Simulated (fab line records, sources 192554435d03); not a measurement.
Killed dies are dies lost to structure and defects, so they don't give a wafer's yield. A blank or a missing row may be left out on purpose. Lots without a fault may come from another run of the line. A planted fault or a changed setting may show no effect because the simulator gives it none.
A struck lot beside a sound one | flow n5_finfet | 37 steps out of a route of 1938
Sound: wafers L818.2, L818.4, L818.5. Struck: wafer L829.5. (L829.3, L829.4 of the same lot were not struck and are left out.) The cause comes at the end.
At each step with rows: each side's tool, then ch and its chambers, then its first start. Under that, the readings that differ: sound wafers | struck wafers | difference of the means | sigmas: that difference in standard deviations of wafers without a fault.
alike: readings whose means differ by less than 2 such deviations, and words and numbers that are the same on both sides. not compared: withheld readings, readings that some wafer has no value for, bounds like >300 that may hide the same value, and numbers for which the record gives no deviation and whose values overlap.
The two part at a step that has a row with sigmas, a row that says differs or no value, or rows on one side only. Numbers that don't overlap but have no deviation are shown without sigmas and don't part them. A reading that every wafer of one side lacks parts them only if that side has two wafers or more.

first, 9 steps without rows for these wafers: N5_BEOL_M14_PRE_CLEAN_42 (time 30 s); N5_BEOL_M14_SPUTTER_43 (material TaN, target thk 15 nm, time 24.19 s); N5_BEOL_M14_SPUTTER_44 (material Ta, target thk 15 nm, time 24.19 s); N5_BEOL_M14_SPUTTER_45 (material Cu, target thk 100 nm, time 16.67 s); N5_BEOL_M14_ECD_47 (material Cu, target thk 1248 nm); N5_BEOL_M14_ANNEAL_48 (time 90 s); N5_BEOL_M14_CMP_49 (polishes, stops on SiO2, t overpolish 5.2 s, target thk 560 nm); N5_BEOL_M14_PRE_CLEAN_52 (time 15 s); N5_BEOL_M14_DEP_53 (deposits SiCN from 3MS/NH3, target thk 50 nm, time 17.8 s).
N5_BEOL_M15_ILD_DEP_00: deposits SiO2 from TEOS/O2, target thk 1629.3 nm, time 346.1 s.
  sound on pecvd-02 ch 1,2, day 11 09:10; struck on pecvd-02 ch 0, day 14 04:43
  reading                                       | sound             | struck | difference | sigmas
  run_length_s (s)                              | 388.7 389.3 389.0 | 254.4  | -134.6     | -99 or more
  showerhead_plenum_p_Torr (Torr)               | 8.38 8.31 8.37    | 8.28   | -0.07      | -2
  model.SiO2_of_BEOL_M15_ILD_DEP_00.thk_nm (nm) | 1607 1646 1640    | 998.4  | -632.6     |
  alike: heater_power_w, showerhead_vpp_V, throttle_valve_pct
  not compared: rf_fwd_power_W, since_wet_clean_h, susceptor_temp_C
N5_BEOL_M15_THK_MEAS_01:
  sound on film_metro-01, day 11 09:25; struck on film_metro-02, day 14 04:58
  reading          | sound          | struck | difference | sigmas
  M15_ILD_THK (nm) | 1606 1644 1640 | 998    | -632       | -33
then, 10 steps without rows for these wafers: N5_BEOL_M15_COAT_58 (time 60 s, resist thk 89 nm); N5_BEOL_M15_COAT_04 (resist thk 800 nm); N5_BEOL_M15_EBR_06; N5_BEOL_M15_SOFTBAKE_05 (time 60 s); N5_BEOL_M15_EXPOSE_07 (exposes mask V14); N5_BEOL_M15_PEB_08 (peb time 90 s); N5_BEOL_M15_DEVELOP_09 (develop time 45 s); N5_BEOL_M15_HARDBAKE_14 (time 120 s); N5_BEOL_M15_DESCUM_15 (chemistry O2, time 7.9 s); N5_BEOL_M15_ETCH_59 (etches BARC in N2/H2, target depth 89 nm, overetch 26.7 nm, time 67.9 s).
N5_BEOL_M15_VIA_ETCH_16: etches SiO2 in C4F8/O2/Ar, target depth 1792.2 nm.
  sound on rie_diel-02 ch 0,2, day 11 10:01; struck on rie_diel-06 ch 3, day 14 05:32
  reading                                    | sound             | struck | difference | sigmas
  model.etch.depth_nm (nm)                   | 1607 1646 1640    | 998.3  | -632.7     |
  model.coat_of_BEOL_M15_COAT_04.thk_nm (nm) | 340.8 325.8 333.8 | 477.4  | +143.9     |
  alike: bias_w, chamber_pressure_mTorr, drypump_motor_current_A, oes_o_777_au, oes_product_au, rf_fwd_power_W, rf_vpp_V, showerhead_plenum_p_Torr, throttle_valve_pct
then, 4 steps without rows for these wafers: N5_BEOL_M15_STRIP_63 (strips in O2); N5_BEOL_M15_STRIP_64 (strips in O2); N5_BEOL_M15_STRIP_65 (strips in post etch residue remover, time 60 s); N5_BEOL_M15_SRD_66 (time 30 s, dry time 30 s).
N5_BEOL_M15_CD_MEAS_17: target cd 360 nm.
  sound on cd_sem-01, day 11 10:26; struck on cd_sem-03, day 14 05:57
  reading    | sound             | struck | difference | sigmas
  cd_nm (nm) | 358.4 359.9 360.9 | 355.0  | -4.7       | -3
then, 9 steps without rows for these wafers: N5_BEOL_M15_COAT_56 (time 60 s, resist thk 550 nm); N5_BEOL_M15_ETCH_57 (etches SOC in N2/H2, time 750 s); N5_BEOL_M15_COAT_60 (time 60 s, resist thk 89 nm); N5_BEOL_M15_COAT_22 (resist thk 800 nm); N5_BEOL_M15_EBR_24; N5_BEOL_M15_SOFTBAKE_23 (time 60 s); N5_BEOL_M15_EXPOSE_25 (exposes mask M15, target cd 400 nm); N5_BEOL_M15_PEB_26 (peb time 90 s); N5_BEOL_M15_DEVELOP_27 (develop time 45 s).
N5_BEOL_M15_CMP_49: polishes, stops on SiO2, t overpolish 4.9 s, target thk 850 nm.
  sound on cmp-04 ch 0,1, day 11 13:22; struck on cmp-01 ch 3, day 14 12:50
  reading                                       | sound          | struck | difference | sigmas
  model.SiO2_of_BEOL_M15_ILD_DEP_00.thk_nm (nm) | 1527 1568 1559 | 918.6  | -632.7     |
  alike: motor_current_A
  not compared: pad_life_wafers

WHERE THEY PART
First at N5_BEOL_M15_ILD_DEP_00; last, within this record, at N5_BEOL_M15_CD_MEAS_17. Later steps at which nothing parts them and some readings are alike: N5_BEOL_M15_CMP_49.

WHY: what the simulator had put in
Process parameter drift: pecvd-02, from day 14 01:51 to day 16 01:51, at N5_BEOL_M15_ILD_DEP_00. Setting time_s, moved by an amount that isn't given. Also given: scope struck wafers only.
